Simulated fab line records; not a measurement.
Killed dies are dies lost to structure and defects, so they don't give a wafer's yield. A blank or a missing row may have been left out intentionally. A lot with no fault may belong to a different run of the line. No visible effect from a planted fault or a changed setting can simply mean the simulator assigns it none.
Which of the tools did it? || flow n5_finfet || 30 wafers from 10 lots sampled at 5 of the route's 1938 steps

## WHAT THE GAUGES SHOWED, per wafer
N5_BEOL_M4_RC_MEAS_101. Usual: DIBL_N 36.6 mV/V, standard deviation 1.9; DIBL_P 36.7 mV/V, standard deviation 2.2; IOFF_N 0.16 nA/um, standard deviation 0.035; IOFF_P 0.22 nA/um, standard deviation 0.038; ION_N 672 uA/um, standard deviation 14; ION_P 462 uA/um, standard deviation 8.3; SS_N 71.6 mV/dec, standard deviation 0.65; SS_P 73.5 mV/dec, standard deviation 0.72; VT_N 250 mV, standard deviation 3.5; VT_P -250 mV, standard deviation 3.1.
{"lot": "L792", "measured": "day 9 10:38", "on": "prober-02", "DIBL_N (mV/V)": "37.8 42.0 34.8", "DIBL_P (mV/V)": "36.2 40.1 33.9", "IOFF_N (nA/um)": "0.15 0.27 0.13", "IOFF_P (nA/um)": "0.21 0.27 0.18", "ION_N (uA/um)": "666 682 680", "ION_P (uA/um)": "459 458 468", "SS_N (mV/dec)": "71.6 73.9 71.1", "SS_P (mV/dec)": "72.7 74.7 72.6", "VT_N (mV)": "250 245 252", "VT_P (mV)": "-249 -249 -251", "flag": ""}
{"lot": "L797", "measured": "day 10 10:27", "on": "prober-02", "DIBL_N (mV/V)": "35.9 37.2 36.9", "DIBL_P (mV/V)": "36.8 37.1 37.2", "IOFF_N (nA/um)": "0.17 0.17 0.16", "IOFF_P (nA/um)": "0.24 0.22 0.23", "ION_N (uA/um)": "691 664 670", "ION_P (uA/um)": "476 455 462", "SS_N (mV/dec)": "71.0 72.0 72.5", "SS_P (mV/dec)": "73.7 74.0 74.4", "VT_N (mV)": "249 251 252", "VT_P (mV)": "-249 -249 -249", "flag": ""}
{"lot": "L798", "measured": "day 10 21:10", "on": "prober-01", "DIBL_N (mV/V)": "35.9 37.0 38.1", "DIBL_P (mV/V)": "35.8 38.1 38.4", "IOFF_N (nA/um)": "0.14 0.17 0.18", "IOFF_P (nA/um)": "0.16 0.21 0.22", "ION_N (uA/um)": "675 661 685", "ION_P (uA/um)": "454 455 465", "SS_N (mV/dec)": "71.9 71.1 72.2", "SS_P (mV/dec)": "73.2 74.0 74.1", "VT_N (mV)": "254 250 250", "VT_P (mV)": "-256 -252 -254", "flag": ""}
{"lot": "L799", "measured": "day 10 22:46", "on": "prober-01", "DIBL_N (mV/V)": "36.2 36.9 35.3", "DIBL_P (mV/V)": "36.5 37.1 35.5", "IOFF_N (nA/um)": "0.14 0.16 0.13", "IOFF_P (nA/um)": "0.21 0.23 0.20", "ION_N (uA/um)": "674 673 674", "ION_P (uA/um)": "459 467 465", "SS_N (mV/dec)": "71.4 71.7 71.0", "SS_P (mV/dec)": "73.3 74.2 73.5", "VT_N (mV)": "256 251 251", "VT_P (mV)": "-252 -245 -250", "flag": ""}
{"lot": "L801", "measured": "day 11 17:17", "on": "prober-02", "DIBL_N (mV/V)": "34.1 33.8 33.7", "DIBL_P (mV/V)": "33.4 32.8 32.6", "IOFF_N (nA/um)": "0.13 0.12 0.12", "IOFF_P (nA/um)": "0.17 0.16 0.16", "ION_N (uA/um)": "650 656 642", "ION_P (uA/um)": "448 454 439", "SS_N (mV/dec)": "71.7 71.4 71.3", "SS_P (mV/dec)": "72.8 72.9 72.9", "VT_N (mV)": "254 256 258", "VT_P (mV)": "-253 -253 -251", "flag": ""}
{"lot": "L803", "measured": "day 11 17:41", "on": "prober-01", "DIBL_N (mV/V)": "39.4 37.4 37.5", "DIBL_P (mV/V)": "38.3 34.6 36.3", "IOFF_N (nA/um)": "0.19 0.15 0.16", "IOFF_P (nA/um)": "0.29 0.22 0.26", "ION_N (uA/um)": "660 660 674", "ION_P (uA/um)": "458 462 468", "SS_N (mV/dec)": "72.1 71.8 72.5", "SS_P (mV/dec)": "74.2 73.2 73.5", "VT_N (mV)": "249 252 251", "VT_P (mV)": "-245 -248 -248", "flag": ""}
{"lot": "L804", "measured": "day 12 08:23", "on": "prober-01", "DIBL_N (mV/V)": "35.5 33.3 35.3", "DIBL_P (mV/V)": "35.2 32.9 34.6", "IOFF_N (nA/um)": "0.13 0.11 0.14", "IOFF_P (nA/um)": "0.18 0.16 0.18", "ION_N (uA/um)": "650 656 665", "ION_P (uA/um)": "451 459 452", "SS_N (mV/dec)": "71.8 70.9 71.5", "SS_P (mV/dec)": "73.1 72.7 73.1", "VT_N (mV)": "252 254 253", "VT_P (mV)": "-251 -254 -251", "flag": ""}
{"lot": "L805", "measured": "day 12 15:44", "on": "prober-02", "DIBL_N (mV/V)": "34.9 36.9 36.8", "DIBL_P (mV/V)": "35.8 37.6 38.6", "IOFF_N (nA/um)": "0.13 0.18 0.17", "IOFF_P (nA/um)": "0.18 0.22 0.24", "ION_N (uA/um)": "671 673 672", "ION_P (uA/um)": "456 454 463", "SS_N (mV/dec)": "72.0 72.6 71.8", "SS_P (mV/dec)": "73.1 73.7 73.5", "VT_N (mV)": "253 250 249", "VT_P (mV)": "-253 -250 -248", "flag": ""}
{"lot": "L813", "measured": "day 14 07:49", "on": "prober-02", "DIBL_N (mV/V)": "38.0 39.0 37.8", "DIBL_P (mV/V)": "37.2 39.1 36.6", "IOFF_N (nA/um)": "0.19 0.23 0.18", "IOFF_P (nA/um)": "0.26 0.31 0.25", "ION_N (uA/um)": "699 682 674", "ION_P (uA/um)": "472 467 463", "SS_N (mV/dec)": "71.8 71.8 72.4", "SS_P (mV/dec)": "73.5 74.1 73.6", "VT_N (mV)": "249 245 248", "VT_P (mV)": "-244 -244 -245", "flag": ""}
{"lot": "L814", "measured": "day 14 16:10", "on": "prober-01", "DIBL_N (mV/V)": "37.0 36.8 38.7", "DIBL_P (mV/V)": "38.4 38.0 39.6", "IOFF_N (nA/um)": "0.17 0.17 0.20", "IOFF_P (nA/um)": "0.22 0.24 0.26", "ION_N (uA/um)": "674 676 694", "ION_P (uA/um)": "467 459 470", "SS_N (mV/dec)": "71.4 72.2 72.2", "SS_P (mV/dec)": "73.3 74.1 73.6", "VT_N (mV)": "251 248 249", "VT_P (mV)": "-250 -248 -248", "flag": ""}

## TOOL THAT RAN EACH LOT (tool first, then ch and the chambers of the sampled wafers, then the start)
{"lot": "L792", "N5_BEOL_M1_ANNEAL_89": "pvd_sputter-01, day 7 10:00", "N5_BEOL_M1_SPUTTER_96": "pvd_sputter-01, day 7 10:48", "N5_BEOL_M1_CMP_52": "cmp-03 ch 1,3, day 7 11:17", "N5_BEOL_M2_COAT_61": "litho_track-05 ch 0, day 7 12:31"}
{"lot": "L797", "N5_BEOL_M1_ANNEAL_89": "pvd_sputter-03, day 8 10:08", "N5_BEOL_M1_SPUTTER_96": "pvd_sputter-03, day 8 10:56", "N5_BEOL_M1_CMP_52": "cmp-03 ch 1,3, day 8 11:25", "N5_BEOL_M2_COAT_61": "litho_track-05 ch 0, day 8 12:56"}
{"lot": "L798", "N5_BEOL_M1_ANNEAL_89": "pvd_sputter-03, day 8 11:58", "N5_BEOL_M1_SPUTTER_96": "pvd_sputter-03, day 8 12:46", "N5_BEOL_M1_CMP_52": "cmp-02 ch 1,2,3, day 8 13:20", "N5_BEOL_M2_COAT_61": "litho_track-05 ch 0, day 8 14:10"}
{"lot": "L799", "N5_BEOL_M1_ANNEAL_89": "pvd_sputter-02, day 8 18:26", "N5_BEOL_M1_SPUTTER_96": "pvd_sputter-02, day 8 19:14", "N5_BEOL_M1_CMP_52": "cmp-02 ch 0,1, day 8 19:46", "N5_BEOL_M2_COAT_61": "litho_track-01 ch 0, day 8 20:59"}
{"lot": "L801", "N5_BEOL_M1_ANNEAL_89": "pvd_sputter-01, day 9 00:17", "N5_BEOL_M1_SPUTTER_96": "pvd_sputter-01, day 9 01:05", "N5_BEOL_M1_CMP_52": "cmp-02 ch 0,2,3, day 9 01:34", "N5_BEOL_M2_COAT_61": "litho_track-01 ch 0, day 9 03:14"}
{"lot": "L803", "N5_BEOL_M1_ANNEAL_89": "pvd_sputter-03, day 9 11:58", "N5_BEOL_M1_SPUTTER_96": "pvd_sputter-03, day 9 12:46", "N5_BEOL_M1_CMP_52": "cmp-01 ch 0,2,3, day 9 13:22", "N5_BEOL_M2_COAT_61": "litho_track-01 ch 0, day 9 14:44"}
{"lot": "L804", "N5_BEOL_M1_ANNEAL_89": "pvd_sputter-02, day 9 23:10", "N5_BEOL_M1_SPUTTER_96": "pvd_sputter-02, day 9 23:58", "N5_BEOL_M1_CMP_52": "cmp-03 ch 1,2, day 10 00:46", "N5_BEOL_M2_COAT_61": "litho_track-01 ch 0, day 10 02:42"}
{"lot": "L805", "N5_BEOL_M1_ANNEAL_89": "pvd_sputter-01, day 10 00:11", "N5_BEOL_M1_SPUTTER_96": "pvd_sputter-01, day 10 00:59", "N5_BEOL_M1_CMP_52": "cmp-03 ch 0,2,3, day 10 01:46", "N5_BEOL_M2_COAT_61": "litho_track-01 ch 0, day 10 03:18"}
{"lot": "L813", "N5_BEOL_M1_ANNEAL_89": "pvd_sputter-01, day 11 19:23", "N5_BEOL_M1_SPUTTER_96": "pvd_sputter-01, day 11 20:11", "N5_BEOL_M1_CMP_52": "cmp-02 ch 0,2, day 11 20:41", "N5_BEOL_M2_COAT_61": "litho_track-02 ch 0, day 11 21:40"}
{"lot": "L814", "N5_BEOL_M1_ANNEAL_89": "pvd_sputter-02, day 12 03:58", "N5_BEOL_M1_SPUTTER_96": "pvd_sputter-02, day 12 04:46", "N5_BEOL_M1_CMP_52": "cmp-03 ch 0,2, day 12 05:29", "N5_BEOL_M2_COAT_61": "litho_track-05 ch 0, day 12 06:32"}
- N5_BEOL_M1_ANNEAL_89: time 240 s.
- N5_BEOL_M1_SPUTTER_96: material Cu, target thk 4.5 nm, time 8.29 s.
- N5_BEOL_M1_CMP_52: polishes, stops on SiOC, t overpolish 6.8 s, target thk 40 nm.
- N5_BEOL_M2_COAT_61: time 60 s, resist thk 60 nm.

## WHAT THE TOOLS THEMSELVES READ (means of the sampled wafers that have a number; where no wafer has one, the mark that the record gives instead)
N5_BEOL_M1_ANNEAL_89. Usual: heater_power_w 848 W, standard deviation 85.
{"lot": "L792", "tool": "pvd_sputter-01", "heater_power_w (W)": 807, "flag": ""}
{"lot": "L797", "tool": "pvd_sputter-03", "heater_power_w (W)": 890, "flag": ""}
{"lot": "L798", "tool": "pvd_sputter-03", "heater_power_w (W)": 894, "flag": ""}
{"lot": "L799", "tool": "pvd_sputter-02", "heater_power_w (W)": 932, "flag": ""}
{"lot": "L801", "tool": "pvd_sputter-01", "heater_power_w (W)": 815, "flag": ""}
{"lot": "L803", "tool": "pvd_sputter-03", "heater_power_w (W)": 811, "flag": ""}
{"lot": "L804", "tool": "pvd_sputter-02", "heater_power_w (W)": 894, "flag": ""}
{"lot": "L805", "tool": "pvd_sputter-01", "heater_power_w (W)": 811, "flag": ""}
{"lot": "L813", "tool": "pvd_sputter-01", "heater_power_w (W)": 814, "flag": ""}
{"lot": "L814", "tool": "pvd_sputter-02", "heater_power_w (W)": 932, "flag": ""}

N5_BEOL_M1_SPUTTER_96. Usual: throttle_valve_pct 30.2 %, standard deviation 0.97.
{"lot": "L792", "tool": "pvd_sputter-01", "throttle_valve_pct (%)": 29.7, "flag": ""}
{"lot": "L797", "tool": "pvd_sputter-03", "throttle_valve_pct (%)": 30.4, "flag": ""}
{"lot": "L798", "tool": "pvd_sputter-03", "throttle_valve_pct (%)": 30.5, "flag": ""}
{"lot": "L799", "tool": "pvd_sputter-02", "throttle_valve_pct (%)": 30.7, "flag": ""}
{"lot": "L801", "tool": "pvd_sputter-01", "throttle_valve_pct (%)": 30.4, "flag": ""}
{"lot": "L803", "tool": "pvd_sputter-03", "throttle_valve_pct (%)": 30.9, "flag": ""}
{"lot": "L804", "tool": "pvd_sputter-02", "throttle_valve_pct (%)": 31.1, "flag": ""}
{"lot": "L805", "tool": "pvd_sputter-01", "throttle_valve_pct (%)": 30.3, "flag": ""}
{"lot": "L813", "tool": "pvd_sputter-01", "throttle_valve_pct (%)": 29.6, "flag": ""}
{"lot": "L814", "tool": "pvd_sputter-02", "throttle_valve_pct (%)": 29.9, "flag": ""}

N5_BEOL_M1_CMP_52. Usual: for barrier_field_endpoint_s, 24.8 s with a standard deviation of 0.65; for motor_current_A, 6.3 A with a standard deviation of 0.57; for overpolish_run_s, 6.800 s with a standard deviation of 0.01; for platen_rpm, 50.00 rpm with a standard deviation of 0.036; for slurry_filter_dp_kPa, 13.50 kPa with a standard deviation of 0.13; for slurry_flow_ml_min, 150.1 with a standard deviation of 0.52; for time_to_endpoint_s, 61.1 s with a standard deviation of 2.5.
{"lot": "L792", "tool": "cmp-03", "barrier_field_endpoint_s (s)": 24.6, "motor_current_A (A)": 5.9, "overpolish_run_s (s)": 6.803, "platen_rpm (rpm)": 49.99, "slurry_filter_dp_kPa (kPa)": 13.53, "slurry_flow_ml_min": 150.0, "time_to_endpoint_s (s)": 59.7, "flag": ""}
{"lot": "L797", "tool": "cmp-03", "barrier_field_endpoint_s (s)": 24.9, "motor_current_A (A)": 5.8, "overpolish_run_s (s)": 6.802, "platen_rpm (rpm)": 50.04, "slurry_filter_dp_kPa (kPa)": 13.54, "slurry_flow_ml_min": 149.6, "time_to_endpoint_s (s)": 61.6, "flag": ""}
{"lot": "L798", "tool": "cmp-02", "barrier_field_endpoint_s (s)": 24.8, "motor_current_A (A)": 6.4, "overpolish_run_s (s)": 6.802, "platen_rpm (rpm)": 49.99, "slurry_filter_dp_kPa (kPa)": 13.45, "slurry_flow_ml_min": 150.0, "time_to_endpoint_s (s)": 59.5, "flag": ""}
{"lot": "L799", "tool": "cmp-02", "barrier_field_endpoint_s (s)": 25.2, "motor_current_A (A)": 6.3, "overpolish_run_s (s)": 6.801, "platen_rpm (rpm)": 49.99, "slurry_filter_dp_kPa (kPa)": 13.56, "slurry_flow_ml_min": 150.0, "time_to_endpoint_s (s)": 61.6, "flag": ""}
{"lot": "L801", "tool": "cmp-02", "barrier_field_endpoint_s (s)": 24.7, "motor_current_A (A)": 6.7, "overpolish_run_s (s)": 6.817, "platen_rpm (rpm)": 50.05, "slurry_filter_dp_kPa (kPa)": 13.47, "slurry_flow_ml_min": 150.0, "time_to_endpoint_s (s)": 56.9, "flag": ""}
{"lot": "L803", "tool": "cmp-01", "barrier_field_endpoint_s (s)": 25.5, "motor_current_A (A)": 6.3, "overpolish_run_s (s)": 6.802, "platen_rpm (rpm)": 49.99, "slurry_filter_dp_kPa (kPa)": 13.52, "slurry_flow_ml_min": 150.2, "time_to_endpoint_s (s)": 65.2, "flag": ""}
{"lot": "L804", "tool": "cmp-03", "barrier_field_endpoint_s (s)": 24.1, "motor_current_A (A)": 6.2, "overpolish_run_s (s)": 6.797, "platen_rpm (rpm)": 50.00, "slurry_filter_dp_kPa (kPa)": 13.54, "slurry_flow_ml_min": 150.1, "time_to_endpoint_s (s)": 59.6, "flag": ""}
{"lot": "L805", "tool": "cmp-03", "barrier_field_endpoint_s (s)": 26.0, "motor_current_A (A)": 6.2, "overpolish_run_s (s)": 6.799, "platen_rpm (rpm)": 49.98, "slurry_filter_dp_kPa (kPa)": 13.47, "slurry_flow_ml_min": 150.0, "time_to_endpoint_s (s)": 63.5, "flag": ""}
{"lot": "L813", "tool": "cmp-02", "barrier_field_endpoint_s (s)": 24.4, "motor_current_A (A)": 6.3, "overpolish_run_s (s)": 6.802, "platen_rpm (rpm)": 50.00, "slurry_filter_dp_kPa (kPa)": 13.47, "slurry_flow_ml_min": 150.3, "time_to_endpoint_s (s)": 58.6, "flag": ""}
{"lot": "L814", "tool": "cmp-03", "barrier_field_endpoint_s (s)": 24.8, "motor_current_A (A)": 6.5, "overpolish_run_s (s)": 6.802, "platen_rpm (rpm)": 50.02, "slurry_filter_dp_kPa (kPa)": 13.46, "slurry_flow_ml_min": 149.8, "time_to_endpoint_s (s)": 60.6, "flag": ""}

N5_BEOL_M2_COAT_61. Usual: plate_temp_C 249.98 C, standard deviation 0.15; run_length_s 66.36 s, standard deviation 0.24.
{"lot": "L792", "tool": "litho_track-05", "plate_temp_C (C)": 249.98, "run_length_s (s)": 66.18, "flag": ""}
{"lot": "L797", "tool": "litho_track-05", "plate_temp_C (C)": 250.02, "run_length_s (s)": 66.18, "flag": ""}
{"lot": "L798", "tool": "litho_track-05", "plate_temp_C (C)": 250.11, "run_length_s (s)": 66.26, "flag": ""}
{"lot": "L799", "tool": "litho_track-01", "plate_temp_C (C)": 249.92, "run_length_s (s)": 66.24, "flag": ""}
{"lot": "L801", "tool": "litho_track-01", "plate_temp_C (C)": 250.09, "run_length_s (s)": 66.16, "flag": ""}
{"lot": "L803", "tool": "litho_track-01", "plate_temp_C (C)": 249.84, "run_length_s (s)": 68.60, "flag": "OFF"}
{"lot": "L804", "tool": "litho_track-01", "plate_temp_C (C)": 250.15, "run_length_s (s)": 67.34, "flag": "OFF"}
{"lot": "L805", "tool": "litho_track-01", "plate_temp_C (C)": 250.06, "run_length_s (s)": 67.43, "flag": "OFF"}
{"lot": "L813", "tool": "litho_track-02", "plate_temp_C (C)": 249.99, "run_length_s (s)": 66.68, "flag": ""}
{"lot": "L814", "tool": "litho_track-05", "plate_temp_C (C)": 249.73, "run_length_s (s)": 66.20, "flag": ""}

## THE ANSWER, worked out from the rows above alone
Rule: lot off if the mean of its wafers having a number is beyond 3 standard deviations from the usual mean. Also off: a lot with no number at a reading for which 4 or more lots have one. All remaining lots with rows at the step are treated as sound. Order of review: gauges by route order, followed by the tools' own readings, for which a lot's mean as printed above is used. At the first step where some lot is off, the reading lying furthest off is the one used; lots without a number count as furthest.
Off at N5_BEOL_M2_COAT_61 (run_length_s): L803, L804, L805.
If a tool, at that step or one of the process steps before it, ran each lot that is off and ran no sound lot following the first of them, it fits. One fits: litho_track-01 at N5_BEOL_M2_COAT_61. A fault onset in the window from L801 (day 9 03:14, its last sound lot) to L803 (day 9 14:44, its first lot off) fits.
The tool's own readings at N5_BEOL_M2_COAT_61 bear it out: on the lots that are off they differ by more than 5 times the standard deviation of the sound lots' means. run_length_s reads 67.79 s there against 66.27 s on the sound lots.

## WHAT WAS PUT IN BY THE SIMULATOR
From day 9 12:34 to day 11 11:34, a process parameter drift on litho_track-01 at N5_BEOL_M2_COAT_61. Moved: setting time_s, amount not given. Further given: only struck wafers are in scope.
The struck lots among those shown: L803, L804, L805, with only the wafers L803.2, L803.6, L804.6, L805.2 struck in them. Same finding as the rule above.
